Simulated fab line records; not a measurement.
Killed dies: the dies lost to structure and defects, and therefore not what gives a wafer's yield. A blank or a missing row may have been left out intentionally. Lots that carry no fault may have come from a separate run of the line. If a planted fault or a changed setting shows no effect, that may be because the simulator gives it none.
Split-lot trial    flow n5_finfet    21 wafers read across 7 lots, on a route 1938 steps long

## ON THE SPLIT
At N5_PASSIVATION_ETCH_15 (etches SiCN in CF4/N2, target depth 75 nm, time 81.2 s), the setting bias_w was moved away from the recipe's 70 W on 7 of the 21 wafers read, by -17.3% to +15.7%. The other wafers ran this setting at the recipe's value.

The split's own step is where the reading is taken.

## THE READING
rf_vpp_V, in V, at N5_PASSIVATION_ETCH_15 (etches SiCN in CF4/N2, target depth 75 nm, time 81.2 s). A value of 382.3 V with a standard deviation of 2 V is what fault-free wafers of this fab line usually give.

wafer   tool, chamber at the split  bias_w as run, W  against the recipe  rf_vpp_V, V  against lot-mates on the recipe
L076.1  rie_diel-01, 3              70                recipe              384.2        -
L076.4  rie_diel-01, 0              70                recipe              384.3        -
L076.6  rie_diel-01, 1              70                recipe              382.0        -
L077.2  rie_diel-05, 0              70                recipe              379.6        -
L077.3  rie_diel-05, 3              81.01             +15.7%              416.0        +35.0
L077.6  rie_diel-05, 2              70                recipe              382.4        -
L082.1  rie_diel-04, 1              70                recipe              381.8        -
L082.4  rie_diel-04, 0              73.32             +4.7%               396.4        +15.6
L082.5  rie_diel-04, 3              70                recipe              379.8        -
L086.2  rie_diel-04, 3              70                recipe              380.4        -
L086.3  rie_diel-04, 2              70                recipe              382.2        -
L086.6  rie_diel-04, 0              70                recipe              384.9        -
L093.1  rie_diel-04, 0              77.59             +10.8%              409.8        +29.2
L093.2  rie_diel-04, 1              77.59             +10.8%              407.1        +26.5
L093.6  rie_diel-04, 2              70                recipe              380.6        -
L094.1  rie_diel-05, 3              70                recipe              377.1        -
L094.3  rie_diel-05, 0              78.82             +12.6%              416.6        +39.5
L094.6  rie_diel-05, 3              78.82             +12.6%              409.8        +32.7
L097.2  rie_diel-05, 0              57.92             -17.3%              341.4        -40.6
L097.3  rie_diel-05, 1              70                recipe              377.6        -
L097.5  rie_diel-05, 0              70                recipe              386.3        -

FIT RESULTS
A straight line over all 21 wafers: rf_vpp_V changes by +2.38 V for each +1% of bias_w; r = +0.99; the points scatter about the line by 2.8 V.
The same after taking each lot's own level away (the mean of its wafers on the recipe; 21 wafers): +2.51 V for each +1%; r = +0.99; scatter 2.9 V.
The reading moves by 43 V for the largest change in bias_w, on that fit.
Measured against the standard deviation above, the lots' own levels, which go from 377.10 to 383.50 V, span 3.2 times it.
Consequently the slope shifts little with the lot-to-lot level, the two slopes agreeing.
Check: for one of the wafers moved furthest among these (-17.3%), held out of the fit, the line's prediction against its lot-mates is -44.3 V. It came out at -40.6 V against them.
Tool readings at the split's step, against how far the setting was moved: rf_vpp_V r = +0.99.

## THE OTHER SPLITS THESE WAFERS WENT THROUGH
Before the reading, these wafers also passed through other splits. Each is held against what the fit with the lots' levels taken away leaves over:
other split on the same wafers  wafers away from the commonest value  r with rf_vpp_V (lot level and that fit taken away)
N5_BEOL_M15_ILD_DEP_00 time_s   8                                     +0.33
N5_MIM_BOT_ETCH_ETCH_04 time_s  6                                     -0.20

## THE FILE'S OWN FIT
rf_vpp_V changes by +2.46 V for each +1% of bias_w, r = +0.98.
